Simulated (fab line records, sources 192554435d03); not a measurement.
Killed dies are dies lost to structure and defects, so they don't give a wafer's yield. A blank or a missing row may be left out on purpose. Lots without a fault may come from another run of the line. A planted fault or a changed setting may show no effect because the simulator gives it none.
Chamber matching | flow n5_finfet | N5_BEOL_M8_ETCH_65 on rie_diel-04: 4 sister chambers
The step etches SiARC in CF4, target depth 15.6 nm, time 26 s. 8 wafers are shown with their chamber, then 9 later ones without.

WAFERS WITH THEIR CHAMBER
wafer  | chamber | showerhead_plenum_p_Torr (Torr) | drypump_motor_current_A (A)
L078.4 | 1       | 2.19                            | 6.4
L078.5 | 0       | 2.25                            | 5.7
L081.3 | 1       | 2.19                            | 6.4
L081.4 | 2       | 2.09                            | 5.8
L081.5 | 3       | 2.13                            | 5.8
L080.1 | 2       | 2.08                            | 5.7
L080.3 | 0       | 2.25                            | 5.7
L080.6 | 3       | 2.13                            | 5.8

WAFERS WITHOUT THEIR CHAMBER
wafer  | showerhead_plenum_p_Torr (Torr) | drypump_motor_current_A (A)
L087.3 | 2.13                            | 5.8
L087.5 | 2.13                            | 5.8
L087.6 | 2.25                            | 5.7
L090.2 | 2.08                            | 5.8
L090.3 | 2.13                            | 5.8
L090.4 | 2.08                            | 5.7
L097.1 | 2.24                            | 5.7
L097.2 | 2.12                            | 5.8
L097.3 | 2.17                            | 6.4

WHICH CHAMBER EACH WENT THROUGH
wafer  | from the rows above | in truth
L087.3 | 3                   | 3
L087.5 | 3                   | 3
L087.6 | 0                   | 0
L090.2 | 2                   | 2
L090.3 | 3                   | 3
L090.4 | 2                   | 2
L097.1 | 0                   | 0
L097.2 | 3                   | 3
L097.3 | 1                   | 1
Placed correctly: 9 of 9. Can't be placed from these rows: 0. Placed wrongly: 0.
How it was worked out, from the rows above alone: a wafer's distance from a chamber is the root of the sum, over the readings, of the square of ((its reading less the chamber's mean) divided by the reading's scatter). The wafer belongs to the nearest chamber; if the next one is less than 2 further off, it can't be placed. A chamber's mean is the mean of its shown wafers. The scatter: the root of (the sum of the squares of (reading less its chamber's mean) over the shown wafers, divided by (wafers less chambers)).
